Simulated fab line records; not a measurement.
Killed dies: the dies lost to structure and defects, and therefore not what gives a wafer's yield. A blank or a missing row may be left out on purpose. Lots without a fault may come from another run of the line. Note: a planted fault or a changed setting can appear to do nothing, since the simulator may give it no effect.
Matching of chambers / flow n5_finfet / 4 sister chambers for N5_BEOL_M4_ETCH_74 on rie_diel-02
The step etches underlayer in N2/H2, target depth 6.5 nm, time 5.2 s. 4 wafers are shown with their chamber, then 11 later ones without.

WAFERS PAIRED WITH THEIR CHAMBERS
wafer=L088.1; chamber=1; drypump_motor_current_A (A)=4.8
wafer=L091.1; chamber=3; drypump_motor_current_A (A)=5.9
wafer=L091.4; chamber=2; drypump_motor_current_A (A)=5.6
wafer=L093.2; chamber=0; drypump_motor_current_A (A)=5.5

WAFERS WITHOUT THEIR CHAMBER
wafer=L093.3; drypump_motor_current_A (A)=5.9
wafer=L093.4; drypump_motor_current_A (A)=5.7
wafer=L095.2; drypump_motor_current_A (A)=5.5
wafer=L095.4; drypump_motor_current_A (A)=5.6
wafer=L095.6; drypump_motor_current_A (A)=5.4
wafer=L096.1; drypump_motor_current_A (A)=5.6
wafer=L096.5; drypump_motor_current_A (A)=5.9
wafer=L096.6; drypump_motor_current_A (A)=5.5
wafer=L097.1; drypump_motor_current_A (A)=5.8
wafer=L097.3; drypump_motor_current_A (A)=5.7
wafer=L097.5; drypump_motor_current_A (A)=4.8

EACH ONE'S CHAMBER
wafer=L093.3; from the rows above=3; in truth=3
wafer=L093.4; from the rows above=can't be placed: 2 or 0 or 3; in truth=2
wafer=L095.2; from the rows above=can't be placed: 0 or 2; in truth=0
wafer=L095.4; from the rows above=can't be placed: 2 or 0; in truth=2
wafer=L095.6; from the rows above=can't be placed: 0 or 2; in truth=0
wafer=L096.1; from the rows above=can't be placed: 2 or 0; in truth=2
wafer=L096.5; from the rows above=3; in truth=3
wafer=L096.6; from the rows above=can't be placed: 0 or 2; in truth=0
wafer=L097.1; from the rows above=can't be placed: 3 or 2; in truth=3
wafer=L097.3; from the rows above=can't be placed: 2 or 0 or 3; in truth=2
wafer=L097.5; from the rows above=1; in truth=1
Correctly placed: 3 of 11. Can't be placed from these rows: 8 (the true chamber is among the candidates in 8). Wrongly placed: 0.
How it was worked out, from the rows above alone: a wafer's distance from a chamber is the root of the sum, over the readings, of the square of ((its reading less the chamber's mean) divided by the reading's scatter). The wafer belongs to the nearest chamber; if the next one is less than 2 further off, it can't be placed. A chamber's mean is the mean of its shown wafers. The scatter: root of mean squared gap, hidden wafer to nearest shown wafer, with one shown wafer a chamber.
